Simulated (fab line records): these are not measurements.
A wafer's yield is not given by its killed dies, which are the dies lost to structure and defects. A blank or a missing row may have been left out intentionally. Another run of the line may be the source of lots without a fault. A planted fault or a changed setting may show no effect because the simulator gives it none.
Matching of chambers    flow nand-harc    NHARC_A_STAIRCASE_DESCUM_443 on rie-diel-09 has 4 sister chambers
The step chemistry O2, time 3 s. 16 wafers are shown with their chamber, then 8 later ones without.

## EACH WAFER AND ITS CHAMBER
wafer   chamber  drypump-motor-current-A (A)  showerhead-plenum-p-Torr (Torr)  oes-product-au (a.u.)
L077.1  1        5.8                          1.97                             0.997
L077.2  3        4.8                          1.93                             0.997
L077.3  0        5.7                          2.00                             0.999
L078.2  2        5.7                          1.95                             0.994
L078.4  0        5.7                          2.00                             0.997
L078.6  1        5.7                          1.97                             0.992
L082.1  1        5.8                          1.96                             0.993
L082.2  3        4.8                          1.93                             0.995
L082.3  2        5.7                          1.94                             0.994
L084.2  3        4.8                          1.93                             0.987
L084.3  1        5.8                          1.96                             0.988
L084.5  1        5.7                          1.96                             0.985
L080.1  3        4.7                          1.93                             0.991
L080.2  1        5.8                          1.96                             0.983
L080.4  3        4.7                          1.93                             1.003
L090.3  2        5.7                          1.94                             1.000

SIGNATURES (averages over the wafers above)
reading                   chamber 0  chamber 1  chamber 2  chamber 3  scatter within a chamber
drypump-motor-current-A   5.700      5.767      5.700      4.760      0.0459
showerhead-plenum-p-Torr  2.0000     1.9633     1.9433     1.9300     0.00408
oes-product-au            0.99800    0.98967    0.99600    0.99460    0.0051
Rule: distance of a wafer from a chamber = root of the sum over the readings of ((wafer's reading minus chamber's mean) / reading's scatter) squared. The wafer belongs to the nearest chamber; if the next one is less than 2 further off, it can't be placed. How the scatter is found: for the shown wafers, subtract from each reading the mean of its chamber, square and add these, divide the total by (wafers less chambers), then take the root.

## WAFERS WITH NO CHAMBER GIVEN
wafer   drypump-motor-current-A (A)  showerhead-plenum-p-Torr (Torr)  oes-product-au (a.u.)
L090.4  4.8                          1.93                             0.997
L090.5  5.8                          1.94                             1.005
L093.1  5.7                          2.00                             0.995
L093.3  4.8                          1.92                             1.009
L093.5  5.7                          1.94                             0.995
L095.1  5.8                          1.96                             0.986
L095.2  5.7                          1.99                             0.986
L095.5  5.8                          1.94                             0.987

## THE CHAMBER EACH PASSED THROUGH
wafer   from the rows above  in truth
L090.4  3                    3
L090.5  2                    2
L093.1  0                    0
L093.3  3                    3
L093.5  2                    2
L095.1  1                    1
L095.2  0                    0
L095.5  2                    2
Correctly placed: 8 of 8. Left unplaced by these rows: 0. 0 placed wrongly.
